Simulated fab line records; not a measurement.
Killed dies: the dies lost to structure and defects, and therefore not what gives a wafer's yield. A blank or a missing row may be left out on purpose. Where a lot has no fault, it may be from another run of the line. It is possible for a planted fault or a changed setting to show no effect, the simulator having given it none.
Chamber matching | flow nand harc | NHARC_A_SLIT_ETCH_29 on rie diel-06 has 4 sister chambers
The step etches the open film in CF4/O2, target depth 100 nm, overetch 10 nm, time 55 s. 8 wafers are shown with their chamber, then 7 later ones without.

WAFERS, EACH WITH ITS CHAMBER
wafer  | chamber | showerhead plenum p Torr (Torr) | drypump motor current A (A)
L080.6 | 2       | 1.26                            | 5.74
L084.2 | 2       | 1.25                            | 5.72
L084.4 | 1       | 1.43                            | 5.79
L086.1 | 0       | 1.34                            | 5.39
L086.2 | 3       | 1.30                            | 6.17
L086.5 | 1       | 1.43                            | 5.80
L088.1 | 3       | 1.30                            | 6.18
L088.3 | 0       | 1.34                            | 5.38

WAFERS WHOSE CHAMBER IS MISSING
wafer  | showerhead plenum p Torr (Torr) | drypump motor current A (A)
L088.4 | 1.26                            | 5.74
L089.1 | 1.43                            | 5.81
L089.2 | 1.30                            | 6.16
L089.3 | 1.25                            | 5.74
L097.1 | 1.25                            | 5.74
L097.5 | 1.43                            | 5.77
L097.6 | 1.34                            | 5.35

CHAMBER TAKEN BY EACH
wafer  | from the rows above | in truth
L088.4 | 2                   | 2
L089.1 | 1                   | 1
L089.2 | 3                   | 3
L089.3 | 2                   | 2
L097.1 | 2                   | 2
L097.5 | 1                   | 1
L097.6 | 0                   | 0
Placed correctly: 7 of 7. From these rows, 0 cannot be placed. 0 placed wrongly.
How it was worked out, from the rows above alone: a wafer's distance from a chamber is the root of the sum, over the readings, of the square of ((its reading less the chamber's mean) divided by the reading's scatter). The wafer belongs to the nearest chamber; if the next one is less than 2 further off, it can't be placed. The mean given for a chamber averages the wafers shown for that chamber. The scatter: the root of (the sum of the squares of (reading less its chamber's mean) over the shown wafers, divided by (wafers less chambers)).
